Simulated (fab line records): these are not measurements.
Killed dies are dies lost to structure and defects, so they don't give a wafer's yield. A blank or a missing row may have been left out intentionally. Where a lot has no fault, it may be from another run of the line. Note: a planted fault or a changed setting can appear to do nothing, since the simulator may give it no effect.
Split-lot experiment + flow n5-finfet + on a route of 1938 steps: 7 lots, 21 wafers read

## THE SPLIT
At N5_HKMG_FIN_PEB_10 (peb time 60 s), the setting peb-time-s was moved away from the recipe's 60 s on 11 of the 21 wafers read, by -8.4% to +19.9%. All remaining wafers had this setting at the recipe value.

## THE PATH FROM SPLIT TO READING: the file shows 1 step between them
- N5_HKMG_FIN_DEVELOP_11: develop time 30 s

## THE READING
cd-nm at N5_HKMG_FIN_CD_MEAS_12, given in nm (cd target 92.8 nm). Typical for fault-free wafers on this fab line: 92.5 nm, with standard deviation 0.59 nm.

| wafer  | tool, chamber at the split | peb-time-s as run, s | against the recipe | cd-nm, nm | against lot-mates on the recipe |
|--------|----------------------------|----------------------|--------------------|-----------|---------------------------------|
| L079.3 | litho-track-04, 0          | 60                   | recipe             | 92.3      | -                               |
| L079.5 | litho-track-04, 0          | 60                   | recipe             | 93.3      | -                               |
| L079.6 | litho-track-04, 0          | 60                   | recipe             | 93.4      | -                               |
| L080.1 | litho-track-01, 0          | 63.53                | +5.9%              | 95.0      | no lot-mate on the recipe       |
| L080.5 | litho-track-01, 0          | 63.53                | +5.9%              | 94.3      | no lot-mate on the recipe       |
| L080.6 | litho-track-01, 0          | 63.53                | +5.9%              | 94.9      | no lot-mate on the recipe       |
| L086.1 | litho-track-01, 0          | 60                   | recipe             | 92.4      | -                               |
| L086.2 | litho-track-01, 0          | 67.79                | +13.0%             | 96.3      | +3.9                            |
| L086.3 | litho-track-01, 0          | 67.79                | +13.0%             | 96.7      | +4.3                            |
| L087.1 | litho-track-04, 0          | 60                   | recipe             | 92.7      | -                               |
| L087.4 | litho-track-04, 0          | 54.96                | -8.4%              | 89.5      | -3.2                            |
| L087.5 | litho-track-04, 0          | 54.96                | -8.4%              | 89.0      | -3.7                            |
| L088.1 | litho-track-01, 0          | 60                   | recipe             | 92.2      | -                               |
| L088.3 | litho-track-01, 0          | 68.77                | +14.6%             | 96.7      | +4.3                            |
| L088.6 | litho-track-01, 0          | 60                   | recipe             | 92.6      | -                               |
| L089.2 | litho-track-02, 0          | 60                   | recipe             | 94.2      | -                               |
| L089.4 | litho-track-02, 0          | 67.53                | +12.5%             | 96.3      | +2.1                            |
| L089.6 | litho-track-02, 0          | 67.53                | +12.5%             | 96.6      | +2.4                            |
| L093.4 | litho-track-02, 0          | 60                   | recipe             | 93.2      | -                               |
| L093.5 | litho-track-02, 0          | 60                   | recipe             | 92.5      | -                               |
| L093.6 | litho-track-02, 0          | 71.92                | +19.9%             | 97.5      | +4.7                            |

THE FIT
A straight line over all 21 wafers: cd-nm changes by +0.294 nm for each +1% of peb-time-s; r = +0.96; the points scatter about the line by 0.64 nm.
The same after taking each lot's own level away (the mean of its wafers on the recipe; 18 wafers): +0.281 nm for each +1%; r = +0.96; scatter 0.67 nm.
The reading moves by 5.6 nm for the largest change in peb-time-s, on that fit.
From 92.40 to 94.20 nm: that is the span of the lots' own levels, equal to 3.1 times the standard deviation above.
The two slopes are in agreement: the lot-to-lot level therefore moves the slope only a little.
Check: for one of the wafers moved furthest among these (+19.9%), held out of the fit, the line's prediction against its lot-mates is +5.59 nm. Against them it came out at +4.65 nm.

## THE FILE'S OWN FIT
cd-nm changes by +0.264 nm for each +1% of peb-time-s, r = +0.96.
